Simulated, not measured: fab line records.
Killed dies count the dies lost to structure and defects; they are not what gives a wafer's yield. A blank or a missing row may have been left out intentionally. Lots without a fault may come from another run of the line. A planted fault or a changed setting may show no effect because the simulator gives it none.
fab line records || flow nand_harc
[record] {"lots": 6, "wafers": 17, "last_day": 23}
route steps=1159 shown A_WL_FILL@839 A_CONTACT@840 END@1159
lots that met no fault: from a run of the same line without faults
start_h: the number of hours between the record's first day and the start of the first shown wafer of the lot || wait_h: hours from the lot's prior step to this one || " same as the row above || L1.1+2: a row that stands for several wafers || - no value, or no start given || * or withheld: withheld || < > ~ a bound
route shown NAME@n: a module of which the file shows steps, and the number in the route of the first || usual: mean/standard deviation taken from wafers without a fault || same: alike in all rows || chamber/n: place in a boat || sites: each site's reading || _std_site: how widely they spread, as a standard deviation || _edge_site: inner sites' mean taken away from outer sites' mean || radius_mm: for every site, how far away it sits from the centre of the wafer || mask NAME#n: copy n || behind: tool/chamber where the wafer was last shaped || hold: why the lot was held/for how many hours/how that ended || device: the transistor (n, p or np) that didn't switch || end of line: tests run on the same wafers once the route is complete || a step given without rows: its recipe and nothing more || killed: dies lost to structure and defects at the first sort, not the wafer's yield || map: a wafer's dies, x killed, . not, _ none there
set.NAME: the setting that was run; set.NAME@STEP: the one run at that earlier step || model.NAME: the simulator's own value behind a step, which no gauge read
lots seen at some steps along the route; tables by step, rows by wafer
services: when a tool's chamber went out of use (start_h, in hours from the record's first day, below 0 if earlier), for how many hours, and the reason
[[steps]]
[step NHARC_A_WL_FILL_INSPECT_15]
[usual] {"raw_defect_count": "392/140"}
{"lot.wafer": "L595.1", "tool": "defect_inspect-02", "chamber": "-", "start_h": 361.73, "wait_h": 0.0, "raw_defect_count": 444}
{"lot.wafer": "L595.4", "tool": "defect_inspect-02", "chamber": "-", "start_h": 361.73, "wait_h": 0.0, "raw_defect_count": 350}
{"lot.wafer": "L595.5", "tool": "defect_inspect-02", "chamber": "-", "start_h": 361.73, "wait_h": 0.0, "raw_defect_count": 382}
{"lot.wafer": "L598.1", "tool": "defect_inspect-02", "chamber": "-", "start_h": 372.88, "wait_h": 0.0, "raw_defect_count": 429}
{"lot.wafer": "L598.3", "tool": "defect_inspect-02", "chamber": "-", "start_h": 372.88, "wait_h": 0.0, "raw_defect_count": 395}
{"lot.wafer": "L598.4", "tool": "defect_inspect-02", "chamber": "-", "start_h": 372.88, "wait_h": 0.0, "raw_defect_count": 246}
{"lot.wafer": "L605.2", "tool": "defect_inspect-01", "chamber": "-", "start_h": 422.35, "wait_h": 0.0, "raw_defect_count": 212}
{"lot.wafer": "L605.5", "tool": "defect_inspect-01", "chamber": "-", "start_h": 422.35, "wait_h": 0.0, "raw_defect_count": 210}
{"lot.wafer": "L605.6", "tool": "defect_inspect-01", "chamber": "-", "start_h": 422.35, "wait_h": 0.0, "raw_defect_count": 276}
{"lot.wafer": "L606.3", "tool": "defect_inspect-02", "chamber": "-", "start_h": 429.96, "wait_h": 0.0, "raw_defect_count": 647}
{"lot.wafer": "L606.6", "tool": "defect_inspect-02", "chamber": "-", "start_h": 429.96, "wait_h": 0.0, "raw_defect_count": 379}
{"lot.wafer": "L610.3", "tool": "defect_inspect-01", "chamber": "-", "start_h": 453.47, "wait_h": 0.0, "raw_defect_count": 365}
{"lot.wafer": "L610.5", "tool": "defect_inspect-01", "chamber": "-", "start_h": 453.47, "wait_h": 0.0, "raw_defect_count": 386}
{"lot.wafer": "L610.6", "tool": "defect_inspect-01", "chamber": "-", "start_h": 453.47, "wait_h": 0.0, "raw_defect_count": 401}
{"lot.wafer": "L613.4", "tool": "defect_inspect-01", "chamber": "-", "start_h": 469.92, "wait_h": 0.0, "raw_defect_count": 254}
{"lot.wafer": "L613.5", "tool": "defect_inspect-01", "chamber": "-", "start_h": 469.92, "wait_h": 0.0, "raw_defect_count": 348}
{"lot.wafer": "L613.6", "tool": "defect_inspect-01", "chamber": "-", "start_h": 469.92, "wait_h": 0.0, "raw_defect_count": 257}
[step NHARC_A_CONTACT_DEP_24]
[recipe] {"target_thk_a": 5000, "temp_c": 400, "pressure_torr": 6.5, "rf_w": 900, "teos_flow_sccm": 161.4, "flow_sccm": 2650, "target_thk_nm": 500, "gas": "O2", "material": "SiO2"}
[usual] {"flow_sccm": "2649/7.8", "heater_power_w": "567/110", "mfc_precursor_sccm": "161.4/0.44", "rf_fwd_power_W": "898.6/2.7", "throttle_valve_pct": "15.7/0.49"}
{"lot.wafer": "L595.1", "tool": "pecvd-03", "chamber": 1, "start_h": 361.90, "wait_h": 0.2, "flow_sccm": 2647, "heater_power_w": 820, "mfc_precursor_sccm": 160.8, "rf_fwd_power_W": 895.4, "throttle_valve_pct": 15.9}
{"lot.wafer": "L595.5", "tool": "pecvd-03", "chamber": 1, "start_h": 361.90, "wait_h": 0.2, "flow_sccm": 2646, "heater_power_w": 642, "mfc_precursor_sccm": 161.3, "rf_fwd_power_W": 897.5, "throttle_valve_pct": 16.0}
{"lot.wafer": "L595.4", "tool": "pecvd-03", "chamber": 2, "start_h": 361.90, "wait_h": 0.2, "flow_sccm": 2653, "heater_power_w": 525, "mfc_precursor_sccm": 161.8, "rf_fwd_power_W": 901.7, "throttle_valve_pct": 15.4}
{"lot.wafer": "L598.3", "tool": "pecvd-04", "chamber": 1, "start_h": 373.01, "wait_h": 0.1, "flow_sccm": 2659, "heater_power_w": 525, "mfc_precursor_sccm": 161.7, "rf_fwd_power_W": 894.7, "throttle_valve_pct": 16.7}
{"lot.wafer": "L598.1", "tool": "pecvd-04", "chamber": 2, "start_h": 373.01, "wait_h": 0.1, "flow_sccm": 2643, "heater_power_w": 568, "mfc_precursor_sccm": 161.3, "rf_fwd_power_W": 901.8, "throttle_valve_pct": 15.7}
{"lot.wafer": "L598.4", "tool": "pecvd-04", "chamber": 2, "start_h": 373.01, "wait_h": 0.1, "flow_sccm": 2651, "heater_power_w": 612, "mfc_precursor_sccm": 160.9, "rf_fwd_power_W": 898.6, "throttle_valve_pct": 15.7}
{"lot.wafer": "L605.2", "tool": "pecvd-04", "chamber": 0, "start_h": 422.53, "wait_h": 0.2, "flow_sccm": 2631, "heater_power_w": 601, "mfc_precursor_sccm": 161.7, "rf_fwd_power_W": 896.0, "throttle_valve_pct": 15.4}
{"lot.wafer": "L605.5", "tool": "pecvd-04", "chamber": 1, "start_h": 422.53, "wait_h": 0.2, "flow_sccm": 2638, "heater_power_w": 470, "mfc_precursor_sccm": 161.3, "rf_fwd_power_W": 899.8, "throttle_valve_pct": 16.1}
{"lot.wafer": "L605.6", "tool": "pecvd-04", "chamber": 2, "start_h": 422.53, "wait_h": 0.2, "flow_sccm": 2647, "heater_power_w": 529, "mfc_precursor_sccm": 162.1, "rf_fwd_power_W": 898.8, "throttle_valve_pct": 15.4}
{"lot.wafer": "L606.3", "tool": "pecvd-04", "chamber": 2, "start_h": 430.25, "wait_h": 0.3, "flow_sccm": 2659, "heater_power_w": 570, "mfc_precursor_sccm": 160.8, "rf_fwd_power_W": 904.0, "throttle_valve_pct": 15.5}
{"lot.wafer": "L606.6", "tool": "pecvd-04", "chamber": 1, "start_h": 430.25, "wait_h": 0.3, "flow_sccm": 2649, "heater_power_w": 538, "mfc_precursor_sccm": 161.2, "rf_fwd_power_W": 894.3, "throttle_valve_pct": 15.8}
{"lot.wafer": "L610.3", "tool": "pecvd-03", "chamber": 2, "start_h": 453.60, "wait_h": 0.1, "flow_sccm": 2656, "heater_power_w": 555, "mfc_precursor_sccm": 161.9, "rf_fwd_power_W": 897.4, "throttle_valve_pct": 15.1}
{"lot.wafer": "L610.6", "tool": "pecvd-03", "chamber": 1, "start_h": 453.60, "wait_h": 0.1, "flow_sccm": 2654, "heater_power_w": 625, "mfc_precursor_sccm": 161.1, "rf_fwd_power_W": 899.7, "throttle_valve_pct": 16.3}
{"lot.wafer": "L610.5", "tool": "pecvd-03", "chamber": 0, "start_h": 453.60, "wait_h": 0.1, "flow_sccm": 2657, "heater_power_w": 420, "mfc_precursor_sccm": 161.5, "rf_fwd_power_W": 899.5, "throttle_valve_pct": 15.5}
{"lot.wafer": "L613.5", "tool": "pecvd-03", "chamber": 2, "start_h": 470.17, "wait_h": 0.2, "flow_sccm": 2656, "heater_power_w": 523, "mfc_precursor_sccm": 161.3, "rf_fwd_power_W": 896.7, "throttle_valve_pct": 15.5}
{"lot.wafer": "L613.4", "tool": "pecvd-03", "chamber": 0, "start_h": 470.17, "wait_h": 0.2, "flow_sccm": 2645, "heater_power_w": 340, "mfc_precursor_sccm": 161.0, "rf_fwd_power_W": 902.3, "throttle_valve_pct": 15.3}
{"lot.wafer": "L613.6", "tool": "pecvd-03", "chamber": 1, "start_h": 470.17, "wait_h": 0.2, "flow_sccm": 2660, "heater_power_w": 733, "mfc_precursor_sccm": 161.6, "rf_fwd_power_W": 899.3, "throttle_valve_pct": 16.0}
[step NHARC_A_CONTACT_DEP_28]
[recipe] {"target_thk_a": 36000, "temp_c": 400, "material": "aC"}
[usual] {"throttle_valve_pct": "35.001/0.0097"}
{"lot.wafer": "L595.1", "tool": "acl_dep-01", "chamber": 0, "start_h": 363.65, "wait_h": 1.2, "throttle_valve_pct": 35.011}
{"lot.wafer": "L595.4", "tool": "acl_dep-01", "chamber": 0, "start_h": 364.74, "wait_h": 2.3, "throttle_valve_pct": 34.997}
{"lot.wafer": "L595.5", "tool": "acl_dep-01", "chamber": 0, "start_h": 364.74, "wait_h": 2.3, "throttle_valve_pct": 34.994}
{"lot.wafer": "L598.1", "tool": "acl_dep-01", "chamber": 0, "start_h": 374.81, "wait_h": 1.3, "throttle_valve_pct": 34.988}
{"lot.wafer": "L598.3", "tool": "acl_dep-01", "chamber": 0, "start_h": 374.81, "wait_h": 1.3, "throttle_valve_pct": 34.999}
{"lot.wafer": "L598.4", "tool": "acl_dep-01", "chamber": 0, "start_h": 374.81, "wait_h": 1.3, "throttle_valve_pct": 34.990}
{"lot.wafer": "L605.2", "tool": "acl_dep-01", "chamber": 0, "start_h": 424.75, "wait_h": 1.7, "throttle_valve_pct": 35.007}
{"lot.wafer": "L605.5", "tool": "acl_dep-01", "chamber": 0, "start_h": 425.86, "wait_h": 2.8, "throttle_valve_pct": 34.988}
{"lot.wafer": "L605.6", "tool": "acl_dep-01", "chamber": 0, "start_h": 425.86, "wait_h": 2.8, "throttle_valve_pct": 34.998}
{"lot.wafer": "L606.3", "tool": "acl_dep-03", "chamber": 0, "start_h": 432.27, "wait_h": 1.5, "throttle_valve_pct": 34.995}
{"lot.wafer": "L606.6", "tool": "acl_dep-03", "chamber": 0, "start_h": 433.36, "wait_h": 2.6, "throttle_valve_pct": 35.004}
{"lot.wafer": "L610.3", "tool": "acl_dep-03", "chamber": 0, "start_h": 454.88, "wait_h": 0.8, "throttle_valve_pct": 35.001}
{"lot.wafer": "L610.5", "tool": "acl_dep-03", "chamber": 0, "start_h": 454.88, "wait_h": 0.8, "throttle_valve_pct": 35.013}
{"lot.wafer": "L610.6", "tool": "acl_dep-03", "chamber": 0, "start_h": 454.88, "wait_h": 0.8, "throttle_valve_pct": 34.987}
{"lot.wafer": "L613.4", "tool": "acl_dep-02", "chamber": 0, "start_h": 472.32, "wait_h": 1.8, "throttle_valve_pct": 35.000}
{"lot.wafer": "L613.5", "tool": "acl_dep-02", "chamber": 0, "start_h": 472.32, "wait_h": 1.8, "throttle_valve_pct": 35.003}
{"lot.wafer": "L613.6", "tool": "acl_dep-02", "chamber": 0, "start_h": 472.32, "wait_h": 1.8, "throttle_valve_pct": 35.007}
[step NHARC_A_CONTACT_DEP_29]
[recipe] {"target_thk_a": 700, "target_thk_nm": 70, "temp_c": 400, "pressure_torr": 3.5, "flow_sccm": 200, "rf_w": 350, "material": "SiON"}
[usual] {"heater_power_w": "757/99", "rf_fwd_power_W": "348.5/1.3"}
{"lot.wafer": "L595.1", "tool": "pecvd-03", "chamber": 2, "start_h": 365.89, "wait_h": 1.9, "heater_power_w": 746, "rf_fwd_power_W": 348.3}
{"lot.wafer": "L595.4", "tool": "pecvd-03", "chamber": 2, "start_h": 365.89, "wait_h": 1.9, "heater_power_w": 770, "rf_fwd_power_W": 348.2}
{"lot.wafer": "L595.5", "tool": "pecvd-03", "chamber": 0, "start_h": 365.89, "wait_h": 1.9, "heater_power_w": 570, "rf_fwd_power_W": 349.5}
{"lot.wafer": "L598.3", "tool": "pecvd-03", "chamber": 2, "start_h": 377.15, "wait_h": 1.3, "heater_power_w": 633, "rf_fwd_power_W": 348.2}
{"lot.wafer": "L598.1", "tool": "pecvd-03", "chamber": 1, "start_h": 377.15, "wait_h": 1.3, "heater_power_w": 1027, "rf_fwd_power_W": 346.9}
{"lot.wafer": "L598.4", "tool": "pecvd-03", "chamber": 1, "start_h": 377.15, "wait_h": 1.3, "heater_power_w": 1002, "rf_fwd_power_W": 347.4}
{"lot.wafer": "L605.2", "tool": "pecvd-04", "chamber": 0, "start_h": 426.66, "wait_h": 1.5, "heater_power_w": 845, "rf_fwd_power_W": 347.0}
{"lot.wafer": "L605.6", "tool": "pecvd-04", "chamber": 0, "start_h": 426.66, "wait_h": 1.5, "heater_power_w": 852, "rf_fwd_power_W": 346.3}
{"lot.wafer": "L605.5", "tool": "pecvd-04", "chamber": 1, "start_h": 426.66, "wait_h": 1.5, "heater_power_w": 721, "rf_fwd_power_W": 347.6}
{"lot.wafer": "L606.3", "tool": "pecvd-04", "chamber": 2, "start_h": 433.77, "wait_h": 1.1, "heater_power_w": 650, "rf_fwd_power_W": 350.3}
{"lot.wafer": "L606.6", "tool": "pecvd-04", "chamber": 2, "start_h": 433.77, "wait_h": 1.1, "heater_power_w": 662, "rf_fwd_power_W": 351.4}
{"lot.wafer": "L610.3", "tool": "pecvd-04", "chamber": 1, "start_h": 456.46, "wait_h": 1.2, "heater_power_w": 816, "rf_fwd_power_W": 347.6}
{"lot.wafer": "L610.6", "tool": "pecvd-04", "chamber": 0, "start_h": 456.46, "wait_h": 1.2, "heater_power_w": 863, "rf_fwd_power_W": 346.4}
{"lot.wafer": "L610.5", "tool": "pecvd-04", "chamber": 1, "start_h": 456.46, "wait_h": 1.2, "heater_power_w": 802, "rf_fwd_power_W": 347.3}
{"lot.wafer": "L613.5", "tool": "pecvd-04", "chamber": 0, "start_h": 473.71, "wait_h": 0.7, "heater_power_w": 878, "rf_fwd_power_W": 348.3}
{"lot.wafer": "L613.4", "tool": "pecvd-04", "chamber": 1, "start_h": 473.71, "wait_h": 0.7, "heater_power_w": 812, "rf_fwd_power_W": 347.7}
{"lot.wafer": "L613.6", "tool": "pecvd-04", "chamber": 2, "start_h": 473.71, "wait_h": 0.7, "heater_power_w": 754, "rf_fwd_power_W": 349.6}
[step NHARC_A_CONTACT_DEHYDRATE_32]
[recipe] {"temp_c": 150, "time_s": 120}
[step NHARC_A_CONTACT_HMDS_33]
[recipe] {"time_s": 30}
[step NHARC_A_CONTACT_COAT_34]
[recipe] {"temp_c": 260, "time_s": 75}
[step NHARC_A_CONTACT_COAT_35]
[recipe] {"temp_c": 225, "time_s": 65}
[step NHARC_A_CONTACT_COAT_36]
[recipe] {"spin_rpm": 1500, "resist_thk_nm": 90}
[step NHARC_A_CONTACT_SOFTBAKE_37]
[recipe] {"temp_c": 105, "time_s": 55}
[usual] {"chill_plate_temp_C": "23.01/0.12", "heater_power_total_W": "188.43/0.13"}
{"lot.wafer": "L595.1", "tool": "litho_track-04", "chamber": 0, "start_h": 366, "wait_h": "-", "chill_plate_temp_C": 22.99, "heater_power_total_W": 188.43}
{"lot.wafer": "L595.4", "tool": "litho_track-04", "chamber": 0, "start_h": 366, "wait_h": "-", "chill_plate_temp_C": 23.04, "heater_power_total_W": 188.46}
{"lot.wafer": "L595.5", "tool": "litho_track-04", "chamber": 0, "start_h": 366, "wait_h": "-", "chill_plate_temp_C": 22.96, "heater_power_total_W": 188.54}
{"lot.wafer": "L598.1", "tool": "litho_track-06", "chamber": 0, "start_h": 377, "wait_h": "-", "chill_plate_temp_C": 22.90, "heater_power_total_W": 188.34}
{"lot.wafer": "L598.3", "tool": "litho_track-06", "chamber": 0, "start_h": 377, "wait_h": "-", "chill_plate_temp_C": 22.99, "heater_power_total_W": 188.36}
{"lot.wafer": "L598.4", "tool": "litho_track-06", "chamber": 0, "start_h": 377, "wait_h": "-", "chill_plate_temp_C": 22.94, "heater_power_total_W": 188.55}
{"lot.wafer": "L605.2", "tool": "litho_track-06", "chamber": 0, "start_h": 426, "wait_h": "-", "chill_plate_temp_C": 23.09, "heater_power_total_W": 188.82}
{"lot.wafer": "L605.5", "tool": "litho_track-06", "chamber": 0, "start_h": 426, "wait_h": "-", "chill_plate_temp_C": 22.88, "heater_power_total_W": 188.39}
{"lot.wafer": "L605.6", "tool": "litho_track-06", "chamber": 0, "start_h": 426, "wait_h": "-", "chill_plate_temp_C": 22.78, "heater_power_total_W": 249.21}
{"lot.wafer": "L606.3", "tool": "litho_track-06", "chamber": 0, "start_h": 434, "wait_h": "-", "chill_plate_temp_C": 23.13, "heater_power_total_W": 249.30}
{"lot.wafer": "L606.6", "tool": "litho_track-06", "chamber": 0, "start_h": 434, "wait_h": "-", "chill_plate_temp_C": 23.00, "heater_power_total_W": 249.20}
{"lot.wafer": "L610.3", "tool": "litho_track-01", "chamber": 0, "start_h": 456, "wait_h": "-", "chill_plate_temp_C": 23.25, "heater_power_total_W": 188.40}
{"lot.wafer": "L610.5", "tool": "litho_track-01", "chamber": 0, "start_h": 456, "wait_h": "-", "chill_plate_temp_C": 23.05, "heater_power_total_W": 188.58}
{"lot.wafer": "L610.6", "tool": "litho_track-01", "chamber": 0, "start_h": 456, "wait_h": "-", "chill_plate_temp_C": 23.13, "heater_power_total_W": 188.26}
{"lot.wafer": "L613.4", "tool": "litho_track-01", "chamber": 0, "start_h": 473, "wait_h": "-", "chill_plate_temp_C": 22.99, "heater_power_total_W": 188.43}
{"lot.wafer": "L613.5", "tool": "litho_track-01", "chamber": 0, "start_h": 473, "wait_h": "-", "chill_plate_temp_C": 23.01, "heater_power_total_W": 188.46}
{"lot.wafer": "L613.6", "tool": "litho_track-01", "chamber": 0, "start_h": 473, "wait_h": "-", "chill_plate_temp_C": 23.11, "heater_power_total_W": 188.30}
[step NHARC_A_CONTACT_EBR_38]
[step NHARC_END_SORT_01]
[recipe] {"temp_c": 25}
[usual] {"killed_at_array": "28/11", "killed_at_other": "0.8/1.3", "killed_at_periphery": "3.6/2.5", "killed_dies": "32/11", "killed_open": "3.0/1.8", "killed_short": "2.0/1.5"}
[same] {"gross_dies": 677}
{"lot.wafer": "L598.1", "tool": "prober-02", "chamber": 0, "start_h": 477.26, "wait_h": 2.5, "killed_at_array": 34, "killed_at_other": 0, "killed_at_periphery": 3, "killed_dies": 37, "killed_open": 2, "killed_short": 2}
{"lot.wafer": "L598.3", "tool": "prober-02", "chamber": 0, "start_h": 478.86, "wait_h": 3.1, "killed_at_array": 28, "killed_at_other": 1, "killed_at_periphery": 1, "killed_dies": 30, "killed_open": 3, "killed_short": 2}
{"lot.wafer": "L598.4", "tool": "prober-02", "chamber": 0, "start_h": 479.67, "wait_h": 3.4, "killed_at_array": 24, "killed_at_other": 0, "killed_at_periphery": 1, "killed_dies": 25, "killed_open": 0, "killed_short": 4}
{"lot.wafer": "L605.2", "tool": "prober-01", "chamber": 0, "start_h": 509.49, "wait_h": 2.8, "killed_at_array": 19, "killed_at_other": 1, "killed_at_periphery": 3, "killed_dies": 23, "killed_open": 1, "killed_short": 1}
{"lot.wafer": "L605.5", "tool": "prober-01", "chamber": 0, "start_h": 511.89, "wait_h": 3.7, "killed_at_array": 31, "killed_at_other": 1, "killed_at_periphery": 0, "killed_dies": 32, "killed_open": 4, "killed_short": 1}
{"lot.wafer": "L605.6", "tool": "prober-01", "chamber": 0, "start_h": 512.69, "wait_h": 4.0, "killed_at_array": 18, "killed_at_other": 0, "killed_at_periphery": 5, "killed_dies": 23, "killed_open": 3, "killed_short": 0}
{"lot.wafer": "L613.4", "tool": "prober-02", "chamber": 0, "start_h": 550.16, "wait_h": 3.4, "killed_at_array": 51, "killed_at_other": 3, "killed_at_periphery": 6, "killed_dies": 60, "killed_open": 5, "killed_short": 1}
{"lot.wafer": "L613.5", "tool": "prober-02", "chamber": 0, "start_h": 550.97, "wait_h": 3.7, "killed_at_array": 39, "killed_at_other": 1, "killed_at_periphery": 7, "killed_dies": 47, "killed_open": 2, "killed_short": 2}
{"lot.wafer": "L613.6", "tool": "prober-02", "chamber": 0, "start_h": 551.78, "wait_h": 4.0, "killed_at_array": 48, "killed_at_other": 3, "killed_at_periphery": 2, "killed_dies": 53, "killed_open": 5, "killed_short": 1}
// killed by level:class
L598.1 A_SLIT:chamber_film_flake=14 A_CHANNEL_HOLE_D1:chamber_film_flake=12 A_WL_FILL:chamber_film_flake=3 A_BONDPAD:chamber_film_flake=2 P_CONTACT:geometric_particle:short=1 P_M0:geometric_particle:open=1 A_WL_FILL:geometric_particle:open=1 A_WL_FILL:geometric_particle:short=1
L598.3 A_CHANNEL_HOLE_D1:chamber_film_flake=12 A_SLIT:chamber_film_flake=7 A_BONDPAD:chamber_film_flake=3 A_M0:geometric_particle:open=2 A_WL_FILL:chamber_film_flake=2 P_M0:geometric_particle:short=1 A_CONTACT:geometric_particle:open=1 STARTING-WAFER:geometric_particle:short=1
L598.4 A_CHANNEL_HOLE_D1:chamber_film_flake=8 A_SLIT:chamber_film_flake=8 A_CONTACT:chamber_film_flake=3 A_WL_FILL:chamber_film_flake=2 P_CONTACT:geometric_particle:short=1 A_SOURCE_PLATE:geometric_particle:short=1 A_SGD_CUT:geometric_particle:short=1 A_M0:geometric_particle:short=1
L605.2 A_CHANNEL_HOLE_D1:chamber_film_flake=12 P_BONDPAD:chamber_film_flake=2 A_STAIRCASE:chamber_film_flake=2 A_WL_FILL:chamber_film_flake=2 A_SGD_CUT:geometric_particle:open=1 A_WL_FILL:geometric_particle:short=1 P_M0:chamber_film_flake=1 A_CONTACT:chamber_film_flake=1
L605.5 A_CHANNEL_HOLE_D1:chamber_film_flake=15 A_STAIRCASE:chamber_film_flake=5 A_CONTACT:chamber_film_flake=4 A_WL_FILL:chamber_film_flake=2 A_CHANNEL_FILL_D1:geometric_particle:short=1 A_WL_FILL:geometric_particle:open=1 A_CONTACT:geometric_particle:open=1 A_M0:geometric_particle:open=1
L605.6 A_STAIRCASE:chamber_film_flake=8 A_CHANNEL_HOLE_D1:chamber_film_flake=6 A_WL_FILL:chamber_film_flake=2 P_CONTACT:geometric_particle:open=1 P_M0:geometric_particle:open=1 A_WL_FILL:geometric_particle:open=1 P_STI:chamber_film_flake=1 P_M0:chamber_film_flake=1
L613.4 A_CHANNEL_HOLE_D1:chamber_film_flake=21 A_SLIT:chamber_film_flake=19 A_CONTACT:chamber_film_flake=4 P_GATE:chamber_film_flake=3 THIN_TSV:chamber_film_flake=3 A_BLC:geometric_particle:open=2 P_M2:chamber_film_flake=2 P_CONTACT:geometric_particle:open=1
L613.5 A_SLIT:chamber_film_flake=21 A_CHANNEL_HOLE_D1:chamber_film_flake=13 P_GATE:chamber_film_flake=4 A_CONTACT:chamber_film_flake=3 P_GATE:geometric_particle:short=1 P_CONTACT:geometric_particle:short=1 P_M0:geometric_particle:open=1 A_WL_FILL:geometric_particle:open=1
L613.6 A_SLIT:chamber_film_flake=21 A_CHANNEL_HOLE_D1:chamber_film_flake=14 A_STAIRCASE:chamber_film_flake=4 A_CONTACT:chamber_film_flake=3 THIN_TSV:chamber_film_flake=3 A_CONTACT:geometric_particle:open=2 P_M2:chamber_film_flake=2 A_SOURCE_PLATE:geometric_particle:open=1
[[services]]
{"tool": "acl_dep-02", "chamber": "-", "start_h": 351.01, "hours": 13.0, "kind": "pm"}
{"tool": "pecvd-04", "chamber": 1, "start_h": 366.56, "hours": 3.1, "kind": "repair"}
{"tool": "litho_track-06", "chamber": "-", "start_h": 367.66, "hours": "-", "kind": "consumable_replace:filter"}
{"tool": "pecvd-04", "chamber": "-", "start_h": 376.21, "hours": 13.0, "kind": "pm"}
{"tool": "pecvd-04", "chamber": 0, "start_h": 376.21, "hours": 13.0, "kind": "vent_cycle"}
{"tool": "pecvd-04", "chamber": 1, "start_h": 376.21, "hours": 13.0, "kind": "vent_cycle"}
{"tool": "pecvd-04", "chamber": 2, "start_h": 376.21, "hours": 13.0, "kind": "vent_cycle"}
{"tool": "pecvd-04", "chamber": 0, "start_h": 389.21, "hours": "-", "kind": "clean"}
{"tool": "pecvd-04", "chamber": 1, "start_h": 389.21, "hours": "-", "kind": "clean"}
{"tool": "pecvd-04", "chamber": 2, "start_h": 389.21, "hours": "-", "kind": "clean"}
{"tool": "acl_dep-03", "chamber": "-", "start_h": 404.33, "hours": 13.0, "kind": "pm"}
{"tool": "litho_track-01", "chamber": "-", "start_h": 443.00, "hours": 7.0, "kind": "pm"}
{"tool": "litho_track-06", "chamber": "-", "start_h": 467.00, "hours": 7.0, "kind": "pm"}
{"tool": "litho_track-04", "chamber": "-", "start_h": 473.15, "hours": "-", "kind": "consumable_replace:filter"}
{"tool": "pecvd-03", "chamber": "-", "start_h": 473.36, "hours": 13.0, "kind": "pm"}
{"tool": "pecvd-03", "chamber": 0, "start_h": 473.36, "hours": 13.0, "kind": "vent_cycle"}
{"tool": "pecvd-03", "chamber": 1, "start_h": 473.36, "hours": 13.0, "kind": "vent_cycle"}
{"tool": "pecvd-03", "chamber": 2, "start_h": 473.36, "hours": 13.0, "kind": "vent_cycle"}
[[key]]
[first_sign] {"step": "NHARC_A_CONTACT_SOFTBAKE_37", "reading": "heater_power_total_W", "direction": "up", "sigmas": "99+", "usual": "*", "struck": "*"}
effect none on later readings
met_at NHARC_A_CONTACT_SOFTBAKE_37
struck_wafers L605.6,L606.3,L606.6
tester_left_out L605,L606
onset_between 377 426
[fault] {"kind": "process_parameter_drift", "tool": "litho_track-06", "chamber": "-", "onset_h": 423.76, "steps": "NHARC_A_CONTACT_SOFTBAKE_37", "channel": "time_s", "offset": "*", "shape": "step", "end_h": 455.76, "scope": "struck_wafers_only", "acts_in": "*", "stated": "*"}
// tester_left_out: of these lots the tester's yield and bins aren't shown, on N5 and GAA mostly nor the transistor test; their killed dies are dies lost to structure and defects alone, not to doping, threshold or leakage, so they don't give the yield
